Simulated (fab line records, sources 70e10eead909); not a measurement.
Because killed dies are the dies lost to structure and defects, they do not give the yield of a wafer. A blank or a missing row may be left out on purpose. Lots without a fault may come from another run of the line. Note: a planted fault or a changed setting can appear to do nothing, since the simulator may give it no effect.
Which tool was responsible? || flow nandHarc || 11 lots, 33 wafers sampled, at 6 steps of a route of 1302

WHAT THE GAUGES SHOWED, per wafer
NHARC_P_GATE_CD_MEAS_46: the cd target is 720 nm.
{"lot": "L843", "measured": "day 6 14:05", "on": "cdSem-03", "cdNm (nm)": "- - -"}
{"lot": "L845", "measured": "day 7 12:04", "on": "cdSem-02", "cdNm (nm)": "720.3 719.8 719.7"}
{"lot": "L852", "measured": "day 10 07:41", "on": "cdSem-01", "cdNm (nm)": "720.6 718.0 722.2"}
{"lot": "L853", "measured": "day 10 20:14", "on": "cdSem-02", "cdNm (nm)": "721.5 719.7 720.6"}
{"lot": "L854", "measured": "day 11 21:19", "on": "cdSem-03", "cdNm (nm)": "720.0 721.1 721.5"}
{"lot": "L856", "measured": "day 12 07:55", "on": "cdSem-01", "cdNm (nm)": "721.1 718.6 720.7"}
{"lot": "L857", "measured": "day 12 10:56", "on": "cdSem-01", "cdNm (nm)": "718.2 720.4 717.8"}
{"lot": "L858", "measured": "day 13 01:47", "on": "cdSem-02", "cdNm (nm)": "717.1 719.0 719.6"}
{"lot": "L860", "measured": "day 13 18:04", "on": "cdSem-01", "cdNm (nm)": "719.6 716.6 719.2"}
{"lot": "L861", "measured": "day 14 10:50", "on": "cdSem-03", "cdNm (nm)": "718.2 719.1 721.9"}
{"lot": "L863", "measured": "day 14 22:31", "on": "cdSem-02", "cdNm (nm)": "720.1 721.0 718.3"}

NHARC_END_SORT_01.
{"lot": "L843", "measured": "day 26 01:07", "on": "prober-02", "killedAtArray": "48 48 40", "killedAtOther": "0 0 0", "killedAtPeriphery": "629 629 637", "killedDies": "677 677 677", "killedOpen": "6 0 0", "killedShort": "2 1 1"}

WHICH TOOL RAN EACH LOT (tool, then ch and the chambers of the sampled wafers, then the start)
{"lot": "L843", "NHARC_P_STI_CMP_21": "cmp-02 ch 2,3, day 4 20:16", "NHARC_P_GATE_ETCH_114": "rieDiel-09 ch 0,1,3, day 6 13:56 or earlier", "NHARC_P_GATE_EXPOSE_43": "krfScanner-01 ch 0, day 6 13:56", "NHARC_P_GATE_DESCUM_93": "rieDiel-09 ch 0,1,3, day 6 17:32"}
{"lot": "L845", "NHARC_P_STI_CMP_21": "cmp-02 ch 0,1,3, day 5 15:18", "NHARC_P_GATE_ETCH_114": "rieDiel-13 ch 1,2,3, day 7 11:54 or earlier", "NHARC_P_GATE_EXPOSE_43": "krfScanner-01 ch 0, day 7 11:54", "NHARC_P_GATE_DESCUM_93": "rieDiel-02 ch 1,2,3, day 7 15:47"}
{"lot": "L852", "NHARC_P_STI_CMP_21": "cmp-04 ch 1,2,3, day 8 13:38", "NHARC_P_GATE_ETCH_114": "rieDiel-09 ch 1,2, day 10 07:32 or earlier", "NHARC_P_GATE_EXPOSE_43": "krfScanner-01 ch 0, day 10 07:32", "NHARC_P_GATE_DESCUM_93": "rieDiel-02 ch 0,2, day 10 11:19"}
{"lot": "L853", "NHARC_P_STI_CMP_21": "cmp-02 ch 0,3, day 9 00:52", "NHARC_P_GATE_ETCH_114": "rieDiel-13 ch 2,3, day 10 20:05 or earlier", "NHARC_P_GATE_EXPOSE_43": "krfScanner-04 ch 0, day 10 20:05", "NHARC_P_GATE_DESCUM_93": "rieDiel-13 ch 0,1,2, day 10 23:50"}
{"lot": "L854", "NHARC_P_STI_CMP_21": "cmp-03 ch 0,2, day 9 18:08", "NHARC_P_GATE_ETCH_114": "rieDiel-13 ch 2,3, day 11 21:09 or earlier", "NHARC_P_GATE_EXPOSE_43": "krfScanner-03 ch 0, day 11 21:09", "NHARC_P_GATE_DESCUM_93": "rieDiel-02 ch 1,3, day 12 00:49"}
{"lot": "L856", "NHARC_P_STI_CMP_21": "cmp-04 ch 1,2, day 10 07:38", "NHARC_P_GATE_ETCH_114": "rieDiel-02 ch 0,1,2, day 12 07:45 or earlier", "NHARC_P_GATE_EXPOSE_43": "krfScanner-03 ch 0, day 12 07:45", "NHARC_P_GATE_DESCUM_93": "rieDiel-09 ch 1,2, day 12 11:23"}
{"lot": "L857", "NHARC_P_STI_CMP_21": "cmp-02 ch 0,1,2, day 10 14:56", "NHARC_P_GATE_ETCH_114": "rieDiel-13 ch 0,1,3, day 12 10:46 or earlier", "NHARC_P_GATE_EXPOSE_43": "krfScanner-01 ch 0, day 12 10:46", "NHARC_P_GATE_DESCUM_93": "rieDiel-13 ch 0,1,2, day 12 14:26"}
{"lot": "L858", "NHARC_P_STI_CMP_21": "cmp-03 ch 0,1,3, day 11 06:11", "NHARC_P_GATE_ETCH_114": "rieDiel-02 ch 0,2,3, day 13 01:37 or earlier", "NHARC_P_GATE_EXPOSE_43": "krfScanner-03 ch 0, day 13 01:37", "NHARC_P_GATE_DESCUM_93": "rieDiel-09 ch 2,3, day 13 05:19"}
{"lot": "L860", "NHARC_P_STI_CMP_21": "cmp-04 ch 0,1, day 11 18:55", "NHARC_P_GATE_ETCH_114": "rieDiel-02 ch 0,1,3, day 13 17:55 or earlier", "NHARC_P_GATE_EXPOSE_43": "krfScanner-01 ch 0, day 13 17:55", "NHARC_P_GATE_DESCUM_93": "rieDiel-02 ch 1,2,3, day 13 21:44"}
{"lot": "L861", "NHARC_P_STI_CMP_21": "cmp-04 ch 0,1, day 12 13:42", "NHARC_P_GATE_ETCH_114": "rieDiel-09 ch 0,3, day 14 10:41 or earlier", "NHARC_P_GATE_EXPOSE_43": "krfScanner-04 ch 0, day 14 10:41", "NHARC_P_GATE_DESCUM_93": "rieDiel-13 ch 0,1,2, day 14 14:22"}
{"lot": "L863", "NHARC_P_STI_CMP_21": "cmp-02 ch 0,1,2, day 13 03:08", "NHARC_P_GATE_ETCH_114": "rieDiel-02 ch 1,3, day 14 22:22 or earlier", "NHARC_P_GATE_EXPOSE_43": "krfScanner-03 ch 0, day 14 22:22", "NHARC_P_GATE_DESCUM_93": "rieDiel-02 ch 2,3, day 15 01:53"}
- NHARC_P_STI_CMP_21: polishes, t overpolish 20 s, target thk 380.67 nm.
- NHARC_P_GATE_ETCH_114: etches the open film in CF4/O2, target depth 30 nm, overetch 3 nm, time 16.5 s.
- NHARC_P_GATE_EXPOSE_43: exposes mask P NSD, target cd 720 nm.
- NHARC_P_GATE_DESCUM_93: chemistry O2, time 3 s.

AS READ BY THE TOOLS THEMSELVES (means over the sampled wafers that have a number; for cases with no such wafer, the mark the record gives instead)
NHARC_P_STI_CMP_21.
{"lot": "L843", "tool": "cmp-02", "motorCurrentA (A)": 12.7, "overpolishRunS (s)": 19.998, "slurryFilterDpKPa (kPa)": 13.61}
{"lot": "L845", "tool": "cmp-02", "motorCurrentA (A)": 11.5, "overpolishRunS (s)": 20.004, "slurryFilterDpKPa (kPa)": 13.47}
{"lot": "L852", "tool": "cmp-04", "motorCurrentA (A)": 12.1, "overpolishRunS (s)": 20.003, "slurryFilterDpKPa (kPa)": 13.61}
{"lot": "L853", "tool": "cmp-02", "motorCurrentA (A)": 11.3, "overpolishRunS (s)": 20.000, "slurryFilterDpKPa (kPa)": 13.55}
{"lot": "L854", "tool": "cmp-03", "motorCurrentA (A)": 12.5, "overpolishRunS (s)": 20.001, "slurryFilterDpKPa (kPa)": 13.51}
{"lot": "L856", "tool": "cmp-04", "motorCurrentA (A)": 12.2, "overpolishRunS (s)": 20.002, "slurryFilterDpKPa (kPa)": 13.46}
{"lot": "L857", "tool": "cmp-02", "motorCurrentA (A)": 11.0, "overpolishRunS (s)": 19.998, "slurryFilterDpKPa (kPa)": 13.68}
{"lot": "L858", "tool": "cmp-03", "motorCurrentA (A)": 11.4, "overpolishRunS (s)": 20.006, "slurryFilterDpKPa (kPa)": 13.50}
{"lot": "L860", "tool": "cmp-04", "motorCurrentA (A)": 11.1, "overpolishRunS (s)": 20.003, "slurryFilterDpKPa (kPa)": 13.48}
{"lot": "L861", "tool": "cmp-04", "motorCurrentA (A)": 11.2, "overpolishRunS (s)": 19.997, "slurryFilterDpKPa (kPa)": 13.50}
{"lot": "L863", "tool": "cmp-02", "motorCurrentA (A)": 11.0, "overpolishRunS (s)": 20.000, "slurryFilterDpKPa (kPa)": 13.47}

NHARC_P_GATE_ETCH_114.
{"lot": "L843", "tool": "rieDiel-09", "chamberPressureMTorr (mTorr)": 29.999, "drypumpMotorCurrentA (A)": 6.2, "oes_f_703_au (a.u.)": 0.996, "oesProductAu (a.u.)": 1.000, "rfVppV (V)": 197.9, "showerheadPlenumPTorr (Torr)": 1.32, "throttleValvePct (%)": 13.398}
{"lot": "L845", "tool": "rieDiel-13", "chamberPressureMTorr (mTorr)": 29.970, "drypumpMotorCurrentA (A)": 5.4, "oes_f_703_au (a.u.)": 1.001, "oesProductAu (a.u.)": 0.998, "rfVppV (V)": 198.3, "showerheadPlenumPTorr (Torr)": 1.39, "throttleValvePct (%)": 13.405}
{"lot": "L852", "tool": "rieDiel-09", "chamberPressureMTorr (mTorr)": 30.004, "drypumpMotorCurrentA (A)": 6.2, "oes_f_703_au (a.u.)": 1.005, "oesProductAu (a.u.)": 0.998, "rfVppV (V)": 198.9, "showerheadPlenumPTorr (Torr)": 1.37, "throttleValvePct (%)": 13.390}
{"lot": "L853", "tool": "rieDiel-13", "chamberPressureMTorr (mTorr)": 29.971, "drypumpMotorCurrentA (A)": 5.2, "oes_f_703_au (a.u.)": 1.002, "oesProductAu (a.u.)": 0.994, "rfVppV (V)": 198.9, "showerheadPlenumPTorr (Torr)": 1.38, "throttleValvePct (%)": 13.392}
{"lot": "L854", "tool": "rieDiel-13", "chamberPressureMTorr (mTorr)": 29.984, "drypumpMotorCurrentA (A)": 5.4, "oes_f_703_au (a.u.)": 1.001, "oesProductAu (a.u.)": 1.004, "rfVppV (V)": 199.2, "showerheadPlenumPTorr (Torr)": 1.39, "throttleValvePct (%)": 13.389}
{"lot": "L856", "tool": "rieDiel-02", "chamberPressureMTorr (mTorr)": 29.985, "drypumpMotorCurrentA (A)": 5.9, "oes_f_703_au (a.u.)": 1.002, "oesProductAu (a.u.)": 0.992, "rfVppV (V)": 198.4, "showerheadPlenumPTorr (Torr)": 1.33, "throttleValvePct (%)": 13.400}
{"lot": "L857", "tool": "rieDiel-13", "chamberPressureMTorr (mTorr)": 29.971, "drypumpMotorCurrentA (A)": 5.6, "oes_f_703_au (a.u.)": 0.999, "oesProductAu (a.u.)": 0.991, "rfVppV (V)": 198.0, "showerheadPlenumPTorr (Torr)": 1.36, "throttleValvePct (%)": 13.382}
{"lot": "L858", "tool": "rieDiel-02", "chamberPressureMTorr (mTorr)": 30.002, "drypumpMotorCurrentA (A)": 6.1, "oes_f_703_au (a.u.)": 0.996, "oesProductAu (a.u.)": 0.986, "rfVppV (V)": 197.6, "showerheadPlenumPTorr (Torr)": 1.32, "throttleValvePct (%)": 13.406}
{"lot": "L860", "tool": "rieDiel-02", "chamberPressureMTorr (mTorr)": 29.996, "drypumpMotorCurrentA (A)": 5.7, "oes_f_703_au (a.u.)": 1.000, "oesProductAu (a.u.)": 0.982, "rfVppV (V)": 196.1, "showerheadPlenumPTorr (Torr)": 1.28, "throttleValvePct (%)": 13.407}
{"lot": "L861", "tool": "rieDiel-09", "chamberPressureMTorr (mTorr)": 30.006, "drypumpMotorCurrentA (A)": 6.4, "oes_f_703_au (a.u.)": 1.002, "oesProductAu (a.u.)": 0.987, "rfVppV (V)": 196.9, "showerheadPlenumPTorr (Torr)": 1.28, "throttleValvePct (%)": 13.404}
{"lot": "L863", "tool": "rieDiel-02", "chamberPressureMTorr (mTorr)": 29.984, "drypumpMotorCurrentA (A)": 5.3, "oes_f_703_au (a.u.)": 0.998, "oesProductAu (a.u.)": 0.984, "rfVppV (V)": 197.6, "showerheadPlenumPTorr (Torr)": 1.28, "throttleValvePct (%)": 13.397}

NHARC_P_GATE_EXPOSE_43.
{"lot": "L843", "tool": "krfScanner-01", "focusOffsetNm (nm)": -0.1}
{"lot": "L845", "tool": "krfScanner-01", "focusOffsetNm (nm)": 0.5}
{"lot": "L852", "tool": "krfScanner-01", "focusOffsetNm (nm)": -0.3}
{"lot": "L853", "tool": "krfScanner-04", "focusOffsetNm (nm)": -0.1}
{"lot": "L854", "tool": "krfScanner-03", "focusOffsetNm (nm)": -0.2}
{"lot": "L856", "tool": "krfScanner-03", "focusOffsetNm (nm)": -0.4}
{"lot": "L857", "tool": "krfScanner-01", "focusOffsetNm (nm)": 0.1}
{"lot": "L858", "tool": "krfScanner-03", "focusOffsetNm (nm)": -0.1}
{"lot": "L860", "tool": "krfScanner-01", "focusOffsetNm (nm)": 0.3}
{"lot": "L861", "tool": "krfScanner-04", "focusOffsetNm (nm)": 0.2}
{"lot": "L863", "tool": "krfScanner-03", "focusOffsetNm (nm)": -0.3}

NHARC_P_GATE_DESCUM_93.
{"lot": "L843", "tool": "rieDiel-09", "chamberPressureMTorr (mTorr)": 59.98, "drypumpMotorCurrentA (A)": 6.3, "oesProductAu (a.u.)": 1.001, "rfVppV (V)": 57.5, "showerheadPlenumPTorr (Torr)": 1.88, "throttleValvePct (%)": 11.312}
{"lot": "L845", "tool": "rieDiel-02", "chamberPressureMTorr (mTorr)": 59.99, "drypumpMotorCurrentA (A)": 5.5, "oesProductAu (a.u.)": 0.995, "rfVppV (V)": 57.6, "showerheadPlenumPTorr (Torr)": 1.91, "throttleValvePct (%)": 11.310}
{"lot": "L852", "tool": "rieDiel-02", "chamberPressureMTorr (mTorr)": 59.97, "drypumpMotorCurrentA (A)": 6.5, "oesProductAu (a.u.)": 0.984, "rfVppV (V)": 58.4, "showerheadPlenumPTorr (Torr)": 1.91, "throttleValvePct (%)": 11.310}
{"lot": "L853", "tool": "rieDiel-13", "chamberPressureMTorr (mTorr)": 60.01, "drypumpMotorCurrentA (A)": 5.7, "oesProductAu (a.u.)": 0.996, "rfVppV (V)": 57.4, "showerheadPlenumPTorr (Torr)": 1.95, "throttleValvePct (%)": 11.312}
{"lot": "L854", "tool": "rieDiel-02", "chamberPressureMTorr (mTorr)": 60.00, "drypumpMotorCurrentA (A)": 5.3, "oesProductAu (a.u.)": 0.991, "rfVppV (V)": 57.1, "showerheadPlenumPTorr (Torr)": 1.83, "throttleValvePct (%)": 11.307}
{"lot": "L856", "tool": "rieDiel-09", "chamberPressureMTorr (mTorr)": 60.01, "drypumpMotorCurrentA (A)": 6.2, "oesProductAu (a.u.)": 0.993, "rfVppV (V)": 58.4, "showerheadPlenumPTorr (Torr)": 1.95, "throttleValvePct (%)": 11.309}
{"lot": "L857", "tool": "rieDiel-13", "chamberPressureMTorr (mTorr)": 60.04, "drypumpMotorCurrentA (A)": 5.7, "oesProductAu (a.u.)": 1.004, "rfVppV (V)": 57.5, "showerheadPlenumPTorr (Torr)": 1.95, "throttleValvePct (%)": 11.312}
{"lot": "L858", "tool": "rieDiel-09", "chamberPressureMTorr (mTorr)": 59.93, "drypumpMotorCurrentA (A)": 6.2, "oesProductAu (a.u.)": 0.995, "rfVppV (V)": 57.7, "showerheadPlenumPTorr (Torr)": 1.91, "throttleValvePct (%)": 11.310}
{"lot": "L860", "tool": "rieDiel-02", "chamberPressureMTorr (mTorr)": 60.02, "drypumpMotorCurrentA (A)": 5.5, "oesProductAu (a.u.)": 0.995, "rfVppV (V)": 57.9, "showerheadPlenumPTorr (Torr)": 1.91, "throttleValvePct (%)": 11.311}
{"lot": "L861", "tool": "rieDiel-13", "chamberPressureMTorr (mTorr)": 60.00, "drypumpMotorCurrentA (A)": 5.7, "oesProductAu (a.u.)": 1.005, "rfVppV (V)": 57.3, "showerheadPlenumPTorr (Torr)": 1.95, "throttleValvePct (%)": 11.308}
{"lot": "L863", "tool": "rieDiel-02", "chamberPressureMTorr (mTorr)": 59.98, "drypumpMotorCurrentA (A)": 6.0, "oesProductAu (a.u.)": 0.988, "rfVppV (V)": 57.8, "showerheadPlenumPTorr (Torr)": 1.97, "throttleValvePct (%)": 11.303}

THE ANSWER, worked out from the rows above alone
Rule: usual is defined by the lots themselves. Put in order of their means at a reading, lots are off if they are a third of the lots or fewer, leave a main group of 4 or more, and stand apart from it by a gap of 3 or more times the standard deviation of the main group's means; of several such gaps the widest counts. A main group whose means are all the same, to the digits that the tables above print for the reading, isn't used. Also off: a lot with no number at a reading for which 4 or more lots have one. The other lots that the step has rows for count as sound. After the gauges, taken in route order, come the tools' own readings; for these a lot's mean is taken, as printed above. The first step at which some lot is off is used, and at that step the reading that is off furthest; a lot without a number counts as furthest.
Off, at NHARC_P_GATE_CD_MEAS_46 on cdNm: L843. Without a number there: L843. Main group: mean 719.7 nm, sd 0.8.
If a tool, at a process step before that reading, ran all the lots that are off and no sound lot after the first of them, it fits. Gauges at NHARC_P_GATE_CD_MEAS_46: tried the same way as those tools. Because NHARC_P_GATE_ETCH_114 lacks a start for some lots, the hours and order of its lots are taken from NHARC_P_GATE_EXPOSE_43. Of those tried, none fits.

WHAT WAS PUT IN BY THE SIMULATOR
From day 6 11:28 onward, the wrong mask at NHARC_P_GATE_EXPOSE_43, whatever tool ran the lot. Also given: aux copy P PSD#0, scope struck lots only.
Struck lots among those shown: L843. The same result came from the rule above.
